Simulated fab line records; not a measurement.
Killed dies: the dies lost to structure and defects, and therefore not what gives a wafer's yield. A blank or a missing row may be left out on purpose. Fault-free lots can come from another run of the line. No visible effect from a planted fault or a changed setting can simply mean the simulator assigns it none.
A lot that was struck, set against a sound lot :: flow nand_harc :: 13 out of 1159 route steps
Sound: the wafers L299.1, L299.3, L299.5. Struck: wafer L314.2. (L314.4, L314.5 of the same lot were not struck and are left out.) The cause comes at the end.
Per side, at each step with rows, come the tool, then ch with its chambers, and then its first start. Under that, the readings that differ: sound wafers :: struck wafers :: difference of the means :: sigmas: that difference in standard deviations of wafers without a fault.
alike: a reading whose means differ by less than 2 such deviations, as well as words and numbers matching on both sides. not compared: withheld readings; readings where some wafer has no value; bounds like >300 that might hide an equal value; numbers whose values overlap and for which the record gives no deviation.
A row with sigmas, a row that says differs or no value, or rows on one side alone: a step with any of these is where the two part. Numbers that have no deviation but don't overlap get no sigmas and don't part them. A reading that every wafer of one side lacks parts them only if that side has two wafers or more.

first, 2 steps without rows for these wafers: NHARC_A_STAIRCASE_TRIM_224 (chemistry O2, time 211.2 s); NHARC_A_STAIRCASE_ETCH_225 (etches the open film in C4F8/O2, target depth 100 nm, time 40.5 s).
NHARC_A_STAIRCASE_TRIM_226: chemistry O2, time 211.2 s.
  sound on rie_diel-13 ch 1,3; struck on rie_diel-08 ch 1
reading: drypump_motor_current_A (A)
sound: 6.2 6.3 6.3
struck: 5.2
difference: -1.1
sigmas: -3
  alike: chamber_pressure_mTorr, mfc_ar_sccm, oes_product_au, rf_vpp_V, showerhead_plenum_p_Torr, throttle_valve_pct
  not compared: rf_hours_counter_h
NHARC_A_STAIRCASE_ETCH_227: etches the open film in C4F8/O2, target depth 100 nm, time 40.5 s.
  sound on rie_diel-13 ch 2,3; struck on rie_diel-08 ch 2
  alike: chamber_pressure_mTorr, oes_product_au, rf_vpp_V
  not compared: rf_hours_counter_h
NHARC_A_STAIRCASE_TRIM_229: chemistry O2, time 211.2 s.
  sound on rie_diel-13 ch 1,3, day 12 05:55; struck on rie_diel-08 ch 2, day 15 06:59
reading: drypump_motor_current_A (A)
sound: 6.4 6.2 6.3
struck: 5.6
difference: -0.7
sigmas: -2

reading: mfc_ar_sccm (sccm)
sound: 0.005 0 0
struck: 0.024
difference: +0.022
sigmas: +2
  alike: chamber_pressure_mTorr, oes_product_au, rf_vpp_V, showerhead_plenum_p_Torr, throttle_valve_pct
  not compared: rf_hours_counter_h
NHARC_A_STAIRCASE_ETCH_230: etches the open film in C4F8/O2, target depth 100 nm, time 40.5 s.
  sound on rie_diel-13 ch 1,2,3; struck on rie_diel-08 ch 1
  alike: chamber_pressure_mTorr, oes_product_au, rf_vpp_V
  not compared: rf_hours_counter_h
then, 3 steps without rows for these wafers: NHARC_A_STAIRCASE_TRIM_231 (chemistry O2, time 211.2 s); NHARC_A_STAIRCASE_ETCH_232 (etches the open film in C4F8/O2, target depth 100 nm, time 40.5 s); NHARC_A_STAIRCASE_TRIM_233 (chemistry O2, time 211.2 s).
NHARC_A_STAIRCASE_ETCH_234: etches the open film in C4F8/O2, target depth 100 nm, time 40.5 s.
  sound on rie_diel-13 ch 1,2; struck on rie_diel-08 ch 0
  alike: chamber_pressure_mTorr, oes_product_au, rf_vpp_V
  not compared: rf_hours_counter_h
then, 1 step without rows for these wafers: NHARC_A_STAIRCASE_TRIM_235 (chemistry O2, time 211.2 s).
NHARC_A_STAIRCASE_ETCH_236: etches the open film in C4F8/O2, target depth 100 nm, time 40.5 s.
  sound on rie_diel-13 ch 1,2,3, day 12 07:01; struck on rie_diel-08 ch 0, day 15 08:00
reading: oes_product_au (a.u.)
sound: 0.932 0.937 0.935
struck: 1.151
difference: +0.216
sigmas: +26
  alike: chamber_pressure_mTorr, rf_vpp_V
  not compared: rf_hours_counter_h
-- the record jumps here: 8 days lie between the struck wafers' starts before and after (it left off in module A_STAIRCASE and takes up again in module END, whose first step shown is number 1159 of the route) --
NHARC_END_SORT_01:
  here the record holds rows for the struck wafers (prober-02 ch 0, day 23 06:34) but none for the sound ones

WHERE THEY PART
First at NHARC_A_STAIRCASE_TRIM_226; last, within this record, at NHARC_END_SORT_01.

WHY: the cause the simulator had injected
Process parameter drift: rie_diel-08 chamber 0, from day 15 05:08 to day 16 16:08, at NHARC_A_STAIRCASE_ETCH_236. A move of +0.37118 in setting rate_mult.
